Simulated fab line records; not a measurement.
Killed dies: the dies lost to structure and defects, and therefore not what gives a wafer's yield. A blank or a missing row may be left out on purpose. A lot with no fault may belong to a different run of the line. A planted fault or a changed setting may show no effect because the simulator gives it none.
Which tool did it? || flow n5-finfet || 72 wafers from 24 lots sampled at 6 of the route's 1938 steps

== WHAT EACH GAUGE READ, for each wafer ==
N5_DUMMY_GATE_THK_MEAS_05.
{"lot": "L074", "measured": "day 2 17:15", "on": "film-metro-01", "thk-nm (nm)": "72.6 72.2 72.8"}
{"lot": "L075", "measured": "day 3 00:33", "on": "film-metro-01", "thk-nm (nm)": "73.4 71.6 70.6"}
{"lot": "L076", "measured": "day 3 04:58", "on": "film-metro-01", "thk-nm (nm)": "72.0 72.5 73.6"}
{"lot": "L077", "measured": "day 3 13:52", "on": "film-metro-01", "thk-nm (nm)": "71.1 71.7 70.4"}
{"lot": "L078", "measured": "day 3 18:53", "on": "film-metro-01", "thk-nm (nm)": "71.9 71.3 72.2"}
{"lot": "L079", "measured": "day 4 01:16", "on": "film-metro-01", "thk-nm (nm)": "72.1 71.8 72.1"}
{"lot": "L080", "measured": "day 4 08:53", "on": "film-metro-01", "thk-nm (nm)": "73.3 73.3 71.2"}
{"lot": "L081", "measured": "day 4 13:43", "on": "film-metro-01", "thk-nm (nm)": "70.5 71.4 71.0"}
{"lot": "L082", "measured": "day 4 18:57", "on": "film-metro-02", "thk-nm (nm)": "72.3 71.8 72.3"}
{"lot": "L083", "measured": "day 5 03:11", "on": "film-metro-02", "thk-nm (nm)": "71.2 69.5 70.5"}
{"lot": "L084", "measured": "day 5 05:40", "on": "film-metro-02", "thk-nm (nm)": "71.4 71.1 70.8"}
{"lot": "L085", "measured": "day 5 13:33", "on": "film-metro-01", "thk-nm (nm)": "72.5 73.1 72.2"}
{"lot": "L086", "measured": "day 6 00:02", "on": "film-metro-01", "thk-nm (nm)": "71.7 73.0 72.6"}
{"lot": "L087", "measured": "day 6 01:16", "on": "film-metro-02", "thk-nm (nm)": "71.7 72.7 72.9"}
{"lot": "L088", "measured": "day 6 04:56", "on": "film-metro-01", "thk-nm (nm)": "72.8 72.7 72.7"}
{"lot": "L089", "measured": "day 6 13:41", "on": "film-metro-02", "thk-nm (nm)": "71.6 72.3 71.3"}
{"lot": "L090", "measured": "day 6 18:20", "on": "film-metro-02", "thk-nm (nm)": "70.6 70.9 69.8"}
{"lot": "L091", "measured": "day 6 22:12", "on": "film-metro-01", "thk-nm (nm)": "73.5 73.0 72.2"}
{"lot": "L092", "measured": "day 7 06:37", "on": "film-metro-02", "thk-nm (nm)": "74.9 74.6 73.6"}
{"lot": "L093", "measured": "day 7 11:05", "on": "film-metro-01", "thk-nm (nm)": "71.9 70.5 72.3"}
{"lot": "L094", "measured": "day 7 22:19", "on": "film-metro-01", "thk-nm (nm)": "73.2 73.1 72.7"}
{"lot": "L095", "measured": "day 8 00:01", "on": "film-metro-02", "thk-nm (nm)": "72.7 70.7 71.6"}
{"lot": "L096", "measured": "day 8 06:14", "on": "film-metro-01", "thk-nm (nm)": "72.6 71.7 71.6"}
{"lot": "L097", "measured": "day 8 11:40", "on": "film-metro-02", "thk-nm (nm)": "72.5 72.2 73.2"}

N5_SD_EPI_N_CD_MEAS_09: the cd target is 120 nm.
{"lot": "L074", "measured": "day 2 23:50", "on": "cd-sem-01", "cd-nm (nm)": "119.6 120.3 120.0"}
{"lot": "L075", "measured": "day 3 07:05", "on": "cd-sem-02", "cd-nm (nm)": "119.6 120.5 119.2"}
{"lot": "L076", "measured": "day 3 11:35", "on": "cd-sem-03", "cd-nm (nm)": "119.8 119.4 119.7"}
{"lot": "L077", "measured": "day 3 20:49", "on": "cd-sem-01", "cd-nm (nm)": "119.5 119.5 120.3"}
{"lot": "L078", "measured": "day 4 01:35", "on": "cd-sem-01", "cd-nm (nm)": "121.0 119.3 120.4"}
{"lot": "L079", "measured": "day 4 08:05", "on": "cd-sem-03", "cd-nm (nm)": "120.3 119.9 119.2"}
{"lot": "L080", "measured": "day 4 16:23", "on": "cd-sem-03", "cd-nm (nm)": "120.4 120.2 119.9"}
{"lot": "L081", "measured": "day 4 22:50", "on": "cd-sem-03", "cd-nm (nm)": "120.0 120.2 119.8"}
{"lot": "L082", "measured": "day 5 01:29", "on": "cd-sem-02", "cd-nm (nm)": "120.2 119.6 120.9"}
{"lot": "L083", "measured": "day 5 09:54", "on": "cd-sem-03", "cd-nm (nm)": "119.7 118.9 119.5"}
{"lot": "L084", "measured": "day 5 13:01", "on": "cd-sem-02", "cd-nm (nm)": "121.0 120.8 121.2"}
{"lot": "L085", "measured": "day 5 20:22", "on": "cd-sem-01", "cd-nm (nm)": "119.0 118.7 119.1"}
{"lot": "L086", "measured": "day 6 06:50", "on": "cd-sem-03", "cd-nm (nm)": "118.7 119.2 119.6"}
{"lot": "L087", "measured": "day 6 10:48", "on": "cd-sem-01", "cd-nm (nm)": "118.5 118.8 119.4"}
{"lot": "L088", "measured": "day 6 11:35", "on": "cd-sem-03", "cd-nm (nm)": "120.6 120.4 120.0"}
{"lot": "L089", "measured": "day 7 06:03", "on": "cd-sem-03", "cd-nm (nm)": "119.3 120.2 119.1"}
{"lot": "L090", "measured": "day 7 06:49", "on": "cd-sem-01", "cd-nm (nm)": "119.9 119.8 120.4"}
{"lot": "L091", "measured": "day 7 06:58", "on": "cd-sem-03", "cd-nm (nm)": "119.5 119.0 120.1"}
{"lot": "L092", "measured": "day 7 13:26", "on": "cd-sem-03", "cd-nm (nm)": "120.5 120.2 120.2"}
{"lot": "L093", "measured": "day 7 17:49", "on": "cd-sem-01", "cd-nm (nm)": "121.1 120.1 119.9"}
{"lot": "L094", "measured": "day 8 05:02", "on": "cd-sem-03", "cd-nm (nm)": "118.8 119.3 119.8"}
{"lot": "L095", "measured": "day 8 06:35", "on": "cd-sem-02", "cd-nm (nm)": "118.8 119.1 119.1"}
{"lot": "L096", "measured": "day 8 13:17", "on": "cd-sem-02", "cd-nm (nm)": "120.2 120.6 119.8"}
{"lot": "L097", "measured": "day 8 19:09", "on": "cd-sem-02", "cd-nm (nm)": "119.9 119.8 119.6"}

N5_SD_EPI_N_INSPECT_11: inspects for defects (macro).
{"lot": "L074", "measured": "day 2 23:53", "on": "defect-inspect-02", "raw-defect-count": "4 3 0"}
{"lot": "L075", "measured": "day 3 07:08", "on": "defect-inspect-01", "raw-defect-count": "1 2 3"}
{"lot": "L076", "measured": "day 3 11:38", "on": "defect-inspect-02", "raw-defect-count": "4 1 1"}
{"lot": "L077", "measured": "day 3 20:52", "on": "defect-inspect-02", "raw-defect-count": "2 3 1"}
{"lot": "L078", "measured": "day 4 01:40", "on": "defect-inspect-01", "raw-defect-count": "2 1 2"}
{"lot": "L079", "measured": "day 4 08:08", "on": "defect-inspect-02", "raw-defect-count": "3 1 0"}
{"lot": "L080", "measured": "day 4 16:26", "on": "defect-inspect-02", "raw-defect-count": "4 3 2"}
{"lot": "L081", "measured": "day 4 22:53", "on": "defect-inspect-02", "raw-defect-count": "2 2 4"}
{"lot": "L082", "measured": "day 5 01:32", "on": "defect-inspect-02", "raw-defect-count": "3 1 1"}
{"lot": "L083", "measured": "day 5 09:58", "on": "defect-inspect-02", "raw-defect-count": "1 3 2"}
{"lot": "L084", "measured": "day 5 13:04", "on": "defect-inspect-01", "raw-defect-count": "4 0 4"}
{"lot": "L085", "measured": "day 5 20:25", "on": "defect-inspect-02", "raw-defect-count": "3 0 1"}
{"lot": "L086", "measured": "day 6 06:53", "on": "defect-inspect-01", "raw-defect-count": "1 2 1"}
{"lot": "L087", "measured": "day 6 10:51", "on": "defect-inspect-02", "raw-defect-count": "4 1 0"}
{"lot": "L088", "measured": "day 6 11:38", "on": "defect-inspect-02", "raw-defect-count": "1 2 2"}
{"lot": "L089", "measured": "day 7 06:06", "on": "defect-inspect-01", "raw-defect-count": "1 5 3"}
{"lot": "L090", "measured": "day 7 06:52", "on": "defect-inspect-02", "raw-defect-count": "2 1 3"}
{"lot": "L091", "measured": "day 7 07:02", "on": "defect-inspect-02", "raw-defect-count": "3 2 1"}
{"lot": "L092", "measured": "day 7 13:29", "on": "defect-inspect-01", "raw-defect-count": "2 6 2"}
{"lot": "L093", "measured": "day 7 17:52", "on": "defect-inspect-01", "raw-defect-count": "4 3 1"}
{"lot": "L094", "measured": "day 8 05:05", "on": "defect-inspect-02", "raw-defect-count": "2 2 1"}
{"lot": "L095", "measured": "day 8 06:38", "on": "defect-inspect-01", "raw-defect-count": "4 1 4"}
{"lot": "L096", "measured": "day 8 13:20", "on": "defect-inspect-01", "raw-defect-count": "3 0 1"}
{"lot": "L097", "measured": "day 8 19:13", "on": "defect-inspect-01", "raw-defect-count": "0 2 1"}

N5_DUMMY_REMOVAL_INSPECT_06: inspects for defects (brightfield).
{"lot": "L074", "measured": "day 4 00:57", "on": "defect-inspect-01", "raw-defect-count": "9 12 6"}
{"lot": "L075", "measured": "day 4 03:53", "on": "defect-inspect-02", "raw-defect-count": "4 17 9"}
{"lot": "L076", "measured": "day 4 09:03", "on": "defect-inspect-02", "raw-defect-count": "9 5 19"}
{"lot": "L077", "measured": "day 4 19:53", "on": "defect-inspect-02", "raw-defect-count": "10 8 10"}
{"lot": "L078", "measured": "day 4 21:31", "on": "defect-inspect-02", "raw-defect-count": "9 7 17"}
{"lot": "L079", "measured": "day 5 07:06", "on": "defect-inspect-01", "raw-defect-count": "9 12 16"}
{"lot": "L080", "measured": "day 5 12:49", "on": "defect-inspect-01", "raw-defect-count": "13 15 29"}
{"lot": "L081", "measured": "day 5 20:17", "on": "defect-inspect-02", "raw-defect-count": "18 18 13"}
{"lot": "L082", "measured": "day 5 22:39", "on": "defect-inspect-01", "raw-defect-count": "10 8 8"}
{"lot": "L083", "measured": "day 6 06:13", "on": "defect-inspect-02", "raw-defect-count": "8 18 14"}
{"lot": "L084", "measured": "day 6 09:33", "on": "defect-inspect-02", "raw-defect-count": "8 10 12"}
{"lot": "L085", "measured": "day 6 17:33", "on": "defect-inspect-02", "raw-defect-count": "11 16 15"}
{"lot": "L086", "measured": "day 7 04:47", "on": "defect-inspect-02", "raw-defect-count": "9 16 14"}
{"lot": "L087", "measured": "day 7 08:46", "on": "defect-inspect-01", "raw-defect-count": "12 5 10"}
{"lot": "L088", "measured": "day 7 10:12", "on": "defect-inspect-02", "raw-defect-count": "13 14 2"}
{"lot": "L089", "measured": "day 8 03:44", "on": "defect-inspect-01", "raw-defect-count": "23 17 22"}
{"lot": "L090", "measured": "day 8 04:11", "on": "defect-inspect-01", "raw-defect-count": "3 7 12"}
{"lot": "L091", "measured": "day 8 06:08", "on": "defect-inspect-02", "raw-defect-count": "16 11 15"}
{"lot": "L092", "measured": "day 8 10:32", "on": "defect-inspect-02", "raw-defect-count": "9 6 10"}
{"lot": "L093", "measured": "day 8 16:25", "on": "defect-inspect-02", "raw-defect-count": "8 8 22"}
{"lot": "L094", "measured": "day 9 02:55", "on": "defect-inspect-02", "raw-defect-count": "17 16 13"}
{"lot": "L095", "measured": "day 9 03:46", "on": "defect-inspect-02", "raw-defect-count": "14 10 12"}
{"lot": "L096", "measured": "day 9 11:57", "on": "defect-inspect-02", "raw-defect-count": "20 12 4"}
{"lot": "L097", "measured": "day 9 15:44", "on": "defect-inspect-01", "raw-defect-count": "9 10 10"}

== TOOL THAT RAN EACH LOT (tool first, then ch and the chambers of the sampled wafers, then the start) ==
{"lot": "L074", "N5_DUMMY_GATE_ETCH_32": "rie-si-05 ch 2,3, day 2 22:20", "N5_SD_EPI_P_ETCH_16": "rie-diel-04 ch 1,3, day 3 05:56"}
{"lot": "L075", "N5_DUMMY_GATE_ETCH_32": "rie-si-06 ch 0,1,2, day 3 05:43", "N5_SD_EPI_P_ETCH_16": "rie-diel-03 ch 0,1,2, day 3 12:31"}
{"lot": "L076", "N5_DUMMY_GATE_ETCH_32": "rie-si-05 ch 0,2, day 3 10:13", "N5_SD_EPI_P_ETCH_16": "rie-diel-04 ch 1,2, day 3 17:22"}
{"lot": "L077", "N5_DUMMY_GATE_ETCH_32": "rie-si-05 ch 0,1,2, day 3 19:05", "N5_SD_EPI_P_ETCH_16": "rie-diel-03 ch 0,1,3, day 4 03:40"}
{"lot": "L078", "N5_DUMMY_GATE_ETCH_32": "rie-si-05 ch 0,2,3, day 4 00:08", "N5_SD_EPI_P_ETCH_16": "rie-diel-06 ch 2,3, day 4 06:38"}
{"lot": "L079", "N5_DUMMY_GATE_ETCH_32": "rie-si-05 ch 0,1,3, day 4 06:34", "N5_SD_EPI_P_ETCH_16": "rie-diel-03 ch 1,2,3, day 4 13:26"}
{"lot": "L080", "N5_DUMMY_GATE_ETCH_32": "rie-si-05 ch 0,1, day 4 14:38", "N5_SD_EPI_P_ETCH_16": "rie-diel-06 ch 1,2,3, day 4 21:29"}
{"lot": "L081", "N5_DUMMY_GATE_ETCH_32": "rie-si-05 ch 1,2, day 4 19:13", "N5_SD_EPI_P_ETCH_16": "rie-diel-04 ch 1,2, day 5 04:37"}
{"lot": "L082", "N5_DUMMY_GATE_ETCH_32": "rie-si-06 ch 1,2,3, day 5 00:02", "N5_SD_EPI_P_ETCH_16": "rie-diel-06 ch 0,1,2, day 5 06:29"}
{"lot": "L083", "N5_DUMMY_GATE_ETCH_32": "rie-si-02 ch 0,1, day 5 08:25", "N5_SD_EPI_P_ETCH_16": "rie-diel-06 ch 0,1,2, day 5 14:56"}
{"lot": "L084", "N5_DUMMY_GATE_ETCH_32": "rie-si-06 ch 0,2,3, day 5 10:56", "N5_SD_EPI_P_ETCH_16": "rie-diel-03 ch 0,1,3, day 5 18:08"}
{"lot": "L085", "N5_DUMMY_GATE_ETCH_32": "rie-si-05 ch 0,1,2, day 5 18:38", "N5_SD_EPI_P_ETCH_16": "rie-diel-03 ch 0,1,3, day 6 02:29"}
{"lot": "L086", "N5_DUMMY_GATE_ETCH_32": "rie-si-02 ch 2,3, day 6 05:28", "N5_SD_EPI_P_ETCH_16": "rie-diel-03 ch 0,1,2, day 6 12:30"}
{"lot": "L087", "N5_DUMMY_GATE_ETCH_32": "rie-si-06 ch 0,3, day 6 09:19", "N5_SD_EPI_P_ETCH_16": "rie-diel-03 ch 1,2,3, day 6 17:18"}
{"lot": "L088", "N5_DUMMY_GATE_ETCH_32": "rie-si-05 ch 1,2,3, day 6 10:01", "N5_SD_EPI_P_ETCH_16": "rie-diel-04 ch 2,3, day 6 17:28"}
{"lot": "L089", "N5_DUMMY_GATE_ETCH_32": "rie-si-05 ch 1,2,3, day 7 04:34", "N5_SD_EPI_P_ETCH_16": "rie-diel-04 ch 0,1, day 7 11:57"}
{"lot": "L090", "N5_DUMMY_GATE_ETCH_32": "rie-si-06 ch 0,1,2, day 7 04:56", "N5_SD_EPI_P_ETCH_16": "rie-diel-06 ch 0,2, day 7 12:08"}
{"lot": "L091", "N5_DUMMY_GATE_ETCH_32": "rie-si-02 ch 0,1,3, day 7 04:58", "N5_SD_EPI_P_ETCH_16": "rie-diel-04 ch 0,1,2, day 7 12:37"}
{"lot": "L092", "N5_DUMMY_GATE_ETCH_32": "rie-si-05 ch 0,1,3, day 7 11:55", "N5_SD_EPI_P_ETCH_16": "rie-diel-06 ch 0,3, day 7 18:29"}
{"lot": "L093", "N5_DUMMY_GATE_ETCH_32": "rie-si-02 ch 0,1,2, day 7 16:19", "N5_SD_EPI_P_ETCH_16": "rie-diel-06 ch 0,1,2, day 7 23:38"}
{"lot": "L094", "N5_DUMMY_GATE_ETCH_32": "rie-si-02 ch 0,3, day 8 03:33", "N5_SD_EPI_P_ETCH_16": "rie-diel-04 ch 1,2, day 8 10:55"}
{"lot": "L095", "N5_DUMMY_GATE_ETCH_32": "rie-si-05 ch 0,2,3, day 8 05:14", "N5_SD_EPI_P_ETCH_16": "rie-diel-04 ch 1,2,3, day 8 12:00"}
{"lot": "L096", "N5_DUMMY_GATE_ETCH_32": "rie-si-05 ch 1,2,3, day 8 11:43", "N5_SD_EPI_P_ETCH_16": "rie-diel-03 ch 0,2,3, day 8 19:15"}
{"lot": "L097", "N5_DUMMY_GATE_ETCH_32": "rie-si-06 ch 0,1,2, day 8 16:46", "N5_SD_EPI_P_ETCH_16": "rie-diel-03 ch 0,1,3, day 9 00:17"}
- N5_DUMMY_GATE_ETCH_32: etches SiO2 in CF4, target depth 3.5 nm, time 3.9 s.
- N5_SD_EPI_P_ETCH_16: etches SiO2 in CHF3/O2, target depth 5 nm.

== WHAT THE TOOLS THEMSELVES READ (means of the sampled wafers that have a number; where no wafer has one, the mark that the record gives instead) ==
N5_DUMMY_GATE_ETCH_32.
{"lot": "L074", "tool": "rie-si-05", "drypump-motor-current-A (A)": 5.8, "oes-product-au (a.u.)": 1.007, "throttle-valve-pct (%)": 21.93}
{"lot": "L075", "tool": "rie-si-06", "drypump-motor-current-A (A)": 5.7, "oes-product-au (a.u.)": 1.003, "throttle-valve-pct (%)": 21.80}
{"lot": "L076", "tool": "rie-si-05", "drypump-motor-current-A (A)": 6.2, "oes-product-au (a.u.)": 1.000, "throttle-valve-pct (%)": 22.05}
{"lot": "L077", "tool": "rie-si-05", "drypump-motor-current-A (A)": 6.1, "oes-product-au (a.u.)": 1.003, "throttle-valve-pct (%)": 22.03}
{"lot": "L078", "tool": "rie-si-05", "drypump-motor-current-A (A)": 5.9, "oes-product-au (a.u.)": 1.006, "throttle-valve-pct (%)": 21.91}
{"lot": "L079", "tool": "rie-si-05", "drypump-motor-current-A (A)": 5.8, "oes-product-au (a.u.)": 1.012, "throttle-valve-pct (%)": 21.91}
{"lot": "L080", "tool": "rie-si-05", "drypump-motor-current-A (A)": 6.2, "oes-product-au (a.u.)": 1.008, "throttle-valve-pct (%)": 22.03}
{"lot": "L081", "tool": "rie-si-05", "drypump-motor-current-A (A)": 6.1, "oes-product-au (a.u.)": 1.008, "throttle-valve-pct (%)": 22.04}
{"lot": "L082", "tool": "rie-si-06", "drypump-motor-current-A (A)": 5.8, "oes-product-au (a.u.)": 1.022, "throttle-valve-pct (%)": 21.74}
{"lot": "L083", "tool": "rie-si-02", "drypump-motor-current-A (A)": 5.5, "oes-product-au (a.u.)": 0.987, "throttle-valve-pct (%)": 21.78}
{"lot": "L084", "tool": "rie-si-06", "drypump-motor-current-A (A)": 5.8, "oes-product-au (a.u.)": 1.011, "throttle-valve-pct (%)": 21.68}
{"lot": "L085", "tool": "rie-si-05", "drypump-motor-current-A (A)": 6.1, "oes-product-au (a.u.)": 0.999, "throttle-valve-pct (%)": 22.02}
{"lot": "L086", "tool": "rie-si-02", "drypump-motor-current-A (A)": 5.4, "oes-product-au (a.u.)": 1.017, "throttle-valve-pct (%)": 21.65}
{"lot": "L087", "tool": "rie-si-06", "drypump-motor-current-A (A)": 6.0, "oes-product-au (a.u.)": 1.019, "throttle-valve-pct (%)": 21.45}
{"lot": "L088", "tool": "rie-si-05", "drypump-motor-current-A (A)": 5.9, "oes-product-au (a.u.)": 1.013, "throttle-valve-pct (%)": 21.94}
{"lot": "L089", "tool": "rie-si-05", "drypump-motor-current-A (A)": 5.8, "oes-product-au (a.u.)": 1.017, "throttle-valve-pct (%)": 21.93}
{"lot": "L090", "tool": "rie-si-06", "drypump-motor-current-A (A)": 5.7, "oes-product-au (a.u.)": 1.006, "throttle-valve-pct (%)": 21.80}
{"lot": "L091", "tool": "rie-si-02", "drypump-motor-current-A (A)": 5.6, "oes-product-au (a.u.)": 0.999, "throttle-valve-pct (%)": 21.70}
{"lot": "L092", "tool": "rie-si-05", "drypump-motor-current-A (A)": 5.9, "oes-product-au (a.u.)": 1.007, "throttle-valve-pct (%)": 21.91}
{"lot": "L093", "tool": "rie-si-02", "drypump-motor-current-A (A)": 5.7, "oes-product-au (a.u.)": 0.982, "throttle-valve-pct (%)": 21.73}
{"lot": "L094", "tool": "rie-si-02", "drypump-motor-current-A (A)": 5.2, "oes-product-au (a.u.)": 1.005, "throttle-valve-pct (%)": 21.79}
{"lot": "L095", "tool": "rie-si-05", "drypump-motor-current-A (A)": 5.9, "oes-product-au (a.u.)": 1.005, "throttle-valve-pct (%)": 21.93}
{"lot": "L096", "tool": "rie-si-05", "drypump-motor-current-A (A)": 5.9, "oes-product-au (a.u.)": 1.012, "throttle-valve-pct (%)": 21.93}
{"lot": "L097", "tool": "rie-si-06", "drypump-motor-current-A (A)": 5.7, "oes-product-au (a.u.)": 1.002, "throttle-valve-pct (%)": 21.80}

N5_SD_EPI_P_ETCH_16.
{"lot": "L074", "tool": "rie-diel-04", "drypump-motor-current-A (A)": 5.5, "oes-product-au (a.u.)": 0.79, "rf-vpp-V (V)": 525, "showerhead-plenum-p-Torr (Torr)": 2.46, "throttle-valve-pct (%)": 18.8}
{"lot": "L075", "tool": "rie-diel-03", "drypump-motor-current-A (A)": 6.0, "oes-product-au (a.u.)": 0.81, "rf-vpp-V (V)": 522, "showerhead-plenum-p-Torr (Torr)": 2.42, "throttle-valve-pct (%)": 18.8}
{"lot": "L076", "tool": "rie-diel-04", "drypump-motor-current-A (A)": 5.6, "oes-product-au (a.u.)": 0.81, "rf-vpp-V (V)": 518, "showerhead-plenum-p-Torr (Torr)": 2.40, "throttle-valve-pct (%)": 18.8}
{"lot": "L077", "tool": "rie-diel-03", "drypump-motor-current-A (A)": 6.0, "oes-product-au (a.u.)": 0.84, "rf-vpp-V (V)": 524, "showerhead-plenum-p-Torr (Torr)": 2.47, "throttle-valve-pct (%)": 18.8}
{"lot": "L078", "tool": "rie-diel-06", "drypump-motor-current-A (A)": 5.4, "oes-product-au (a.u.)": 0.80, "rf-vpp-V (V)": 528, "showerhead-plenum-p-Torr (Torr)": 2.45, "throttle-valve-pct (%)": 18.9}
{"lot": "L079", "tool": "rie-diel-03", "drypump-motor-current-A (A)": 6.2, "oes-product-au (a.u.)": 0.74, "rf-vpp-V (V)": 522, "showerhead-plenum-p-Torr (Torr)": 2.47, "throttle-valve-pct (%)": 19.0}
{"lot": "L080", "tool": "rie-diel-06", "drypump-motor-current-A (A)": 5.6, "oes-product-au (a.u.)": 0.75, "rf-vpp-V (V)": 526, "showerhead-plenum-p-Torr (Torr)": 2.43, "throttle-valve-pct (%)": 19.1}
{"lot": "L081", "tool": "rie-diel-04", "drypump-motor-current-A (A)": 5.6, "oes-product-au (a.u.)": 0.79, "rf-vpp-V (V)": 517, "showerhead-plenum-p-Torr (Torr)": 2.39, "throttle-valve-pct (%)": 18.8}
{"lot": "L082", "tool": "rie-diel-06", "drypump-motor-current-A (A)": 5.6, "oes-product-au (a.u.)": 0.77, "rf-vpp-V (V)": 532, "showerhead-plenum-p-Torr (Torr)": 2.44, "throttle-valve-pct (%)": 19.1}
{"lot": "L083", "tool": "rie-diel-06", "drypump-motor-current-A (A)": 5.6, "oes-product-au (a.u.)": 0.76, "rf-vpp-V (V)": 532, "showerhead-plenum-p-Torr (Torr)": 2.44, "throttle-valve-pct (%)": 19.1}
{"lot": "L084", "tool": "rie-diel-03", "drypump-motor-current-A (A)": 6.0, "oes-product-au (a.u.)": 0.82, "rf-vpp-V (V)": 523, "showerhead-plenum-p-Torr (Torr)": 2.46, "throttle-valve-pct (%)": 18.8}
{"lot": "L085", "tool": "rie-diel-03", "drypump-motor-current-A (A)": 6.0, "oes-product-au (a.u.)": 0.82, "rf-vpp-V (V)": 524, "showerhead-plenum-p-Torr (Torr)": 2.46, "throttle-valve-pct (%)": 18.8}
{"lot": "L086", "tool": "rie-diel-03", "drypump-motor-current-A (A)": 6.0, "oes-product-au (a.u.)": 0.88, "rf-vpp-V (V)": 522, "showerhead-plenum-p-Torr (Torr)": 2.41, "throttle-valve-pct (%)": 18.7}
{"lot": "L087", "tool": "rie-diel-03", "drypump-motor-current-A (A)": 6.2, "oes-product-au (a.u.)": 0.83, "rf-vpp-V (V)": 522, "showerhead-plenum-p-Torr (Torr)": 2.46, "throttle-valve-pct (%)": 18.9}
{"lot": "L088", "tool": "rie-diel-04", "drypump-motor-current-A (A)": 5.5, "oes-product-au (a.u.)": 0.82, "rf-vpp-V (V)": 524, "showerhead-plenum-p-Torr (Torr)": 2.40, "throttle-valve-pct (%)": 18.8}
{"lot": "L089", "tool": "rie-diel-04", "drypump-motor-current-A (A)": 5.8, "oes-product-au (a.u.)": 0.69, "rf-vpp-V (V)": 520, "showerhead-plenum-p-Torr (Torr)": 2.45, "throttle-valve-pct (%)": 19.1}
{"lot": "L090", "tool": "rie-diel-06", "drypump-motor-current-A (A)": 5.4, "oes-product-au (a.u.)": 0.79, "rf-vpp-V (V)": 531, "showerhead-plenum-p-Torr (Torr)": 2.44, "throttle-valve-pct (%)": 19.0}
{"lot": "L091", "tool": "rie-diel-04", "drypump-motor-current-A (A)": 5.8, "oes-product-au (a.u.)": 0.73, "rf-vpp-V (V)": 520, "showerhead-plenum-p-Torr (Torr)": 2.40, "throttle-valve-pct (%)": 19.1}
{"lot": "L092", "tool": "rie-diel-06", "drypump-motor-current-A (A)": 5.7, "oes-product-au (a.u.)": 0.78, "rf-vpp-V (V)": 526, "showerhead-plenum-p-Torr (Torr)": 2.47, "throttle-valve-pct (%)": 18.7}
{"lot": "L093", "tool": "rie-diel-06", "drypump-motor-current-A (A)": 5.6, "oes-product-au (a.u.)": 0.74, "rf-vpp-V (V)": 532, "showerhead-plenum-p-Torr (Torr)": 2.43, "throttle-valve-pct (%)": 19.1}
{"lot": "L094", "tool": "rie-diel-04", "drypump-motor-current-A (A)": 5.6, "oes-product-au (a.u.)": 0.78, "rf-vpp-V (V)": 517, "showerhead-plenum-p-Torr (Torr)": 2.38, "throttle-valve-pct (%)": 18.9}
{"lot": "L095", "tool": "rie-diel-04", "drypump-motor-current-A (A)": 5.5, "oes-product-au (a.u.)": 0.76, "rf-vpp-V (V)": 520, "showerhead-plenum-p-Torr (Torr)": 2.41, "throttle-valve-pct (%)": 18.9}
{"lot": "L096", "tool": "rie-diel-03", "drypump-motor-current-A (A)": 6.1, "oes-product-au (a.u.)": 0.85, "rf-vpp-V (V)": 518, "showerhead-plenum-p-Torr (Torr)": 2.41, "throttle-valve-pct (%)": 18.6}
{"lot": "L097", "tool": "rie-diel-03", "drypump-motor-current-A (A)": 6.0, "oes-product-au (a.u.)": 0.79, "rf-vpp-V (V)": 523, "showerhead-plenum-p-Torr (Torr)": 2.45, "throttle-valve-pct (%)": 18.8}

== THE ANSWER, worked out from the rows above alone ==
Rule: usual is defined by the lots themselves. The widest of any qualifying gaps counts: lots, ordered by their means at a reading, are off when they make up no more than a third of the lots, leave a main group of 4 or more, and stand apart from it by 3 or more times the standard deviation of that group's means. If all means in a main group match to the digits the tables above print for the reading, that group is not used. Also off: a lot with no number at a reading for which 4 or more lots have one. Any other lot the step has rows for is counted as sound. After the gauges, taken in route order, come the tools' own readings; for these a lot's mean is taken, as printed above. At the first step where some lot is off, the reading lying furthest off is the one used; lots without a number count as furthest.
Nothing can be told from this: no lot is off at any reading shown.

== WHAT THE SIMULATOR HAD PUT IN ==
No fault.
